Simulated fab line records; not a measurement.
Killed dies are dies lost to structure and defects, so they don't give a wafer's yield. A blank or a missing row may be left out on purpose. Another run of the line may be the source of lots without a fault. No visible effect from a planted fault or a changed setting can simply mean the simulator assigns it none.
Chamber matching    flow nand harc    NHARC_A_STAIRCASE_DEP_259 on pecvd-02: 3 sister chambers
The step deposits SiON, target thk 30 nm. 24 wafers are shown with their chamber, then 12 later ones without.

## WAFERS, EACH WITH ITS CHAMBER
wafer   chamber  heater power w (W)
L076.4  2        666
L076.5  0        552
L076.6  1        871
L078.2  1        851
L078.3  2        747
L078.6  0        604
L079.1  2        781
L079.3  1        807
L079.6  2        797
L082.3  1        825
L082.5  1        842
L082.6  2        789
L080.2  0        582
L080.3  1        887
L080.4  1        863
L084.4  2        809
L084.5  1        817
L084.6  0        525
L086.1  1        791
L086.2  2        788
L086.4  1        783
L087.1  0        601
L087.4  2        793
L087.5  1        748

SIGNATURES (means of the wafers above)
reading         chamber 0  chamber 1  chamber 2  scatter within a chamber
heater power w  572.80     825.91     771.25     42
Rule: a wafer lies at a distance from a chamber equal to the root of the sum of squares, over the readings, of (its reading less the chamber's mean, divided by the reading's scatter). The wafer belongs to the nearest chamber; if the next one is less than 2 further off, it can't be placed. The scatter is the square root of a quotient: the sum, over the shown wafers, of each reading's squared deviation from its chamber's mean, divided by wafers minus chambers.

## WAFERS MISSING THEIR CHAMBER
wafer   heater power w (W)
L094.2  926
L094.3  726
L094.4  743
L095.1  727
L095.2  815
L095.4  728
L097.3  593
L097.5  825
L097.6  779
L096.1  839
L096.3  885
L096.4  842

## THE CHAMBER EACH PASSED THROUGH
wafer   from the rows above      in truth
L094.2  can't be placed: 1 or 2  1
L094.3  can't be placed: 2 or 1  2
L094.4  can't be placed: 2 or 1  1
L095.1  can't be placed: 2 or 1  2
L095.2  can't be placed: 1 or 2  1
L095.4  can't be placed: 2 or 1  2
L097.3  0                        0
L097.5  can't be placed: 1 or 2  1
L097.6  can't be placed: 2 or 1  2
L096.1  can't be placed: 1 or 2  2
L096.3  can't be placed: 1 or 2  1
L096.4  can't be placed: 1 or 2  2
Correct placement for 1 of the 12. Not placeable from these rows: 11 (in 11, the candidates include the true chamber). Placed wrongly: 0.
